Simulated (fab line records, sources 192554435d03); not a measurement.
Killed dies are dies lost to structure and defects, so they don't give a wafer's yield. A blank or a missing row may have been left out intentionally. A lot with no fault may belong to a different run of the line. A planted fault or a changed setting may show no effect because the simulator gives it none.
Chamber matching :: flow n5 finfet :: N5_BEOL_M9_VIA_ETCH_34 on rie diel-02: 3 sister chambers
The step etches SiCOH lowk in C4F6/O2, target depth 182.4 nm, time 68.4 s. 3 wafers are shown with their chamber, then 6 later ones without.

## WAFERS PAIRED WITH THEIR CHAMBERS
wafer: L924.4
chamber: 2
rf vpp V (V): 656

wafer: L926.1
chamber: 0
rf vpp V (V): 680

wafer: L926.4
chamber: 3
rf vpp V (V): 666

## WAFERS WHOSE CHAMBER IS MISSING
wafer: L926.6
rf vpp V (V): 680

wafer: L927.3
rf vpp V (V): 680

wafer: L927.4
rf vpp V (V): 656

wafer: L928.1
rf vpp V (V): 679

wafer: L928.3
rf vpp V (V): 666

wafer: L928.6
rf vpp V (V): 665

## EACH ONE'S CHAMBER
wafer: L926.6
from the rows above: 0
in truth: 0

wafer: L927.3
from the rows above: 0
in truth: 0

wafer: L927.4
from the rows above: 2
in truth: 2

wafer: L928.1
from the rows above: 0
in truth: 0

wafer: L928.3
from the rows above: 3
in truth: 3

wafer: L928.6
from the rows above: 3
in truth: 3
6 of 6 placed correctly. Can't be placed from these rows: 0. 0 placed wrongly.
How it was worked out, from the rows above alone: a wafer's distance from a chamber is the root of the sum, over the readings, of the square of ((its reading less the chamber's mean) divided by the reading's scatter). If the next closest chamber is less than 2 further off than the closest, the wafer can't be placed; otherwise it belongs to the closest. A chamber's mean is the mean of its shown wafers. The scatter: root of mean squared gap, hidden wafer to nearest shown wafer, with one shown wafer a chamber.
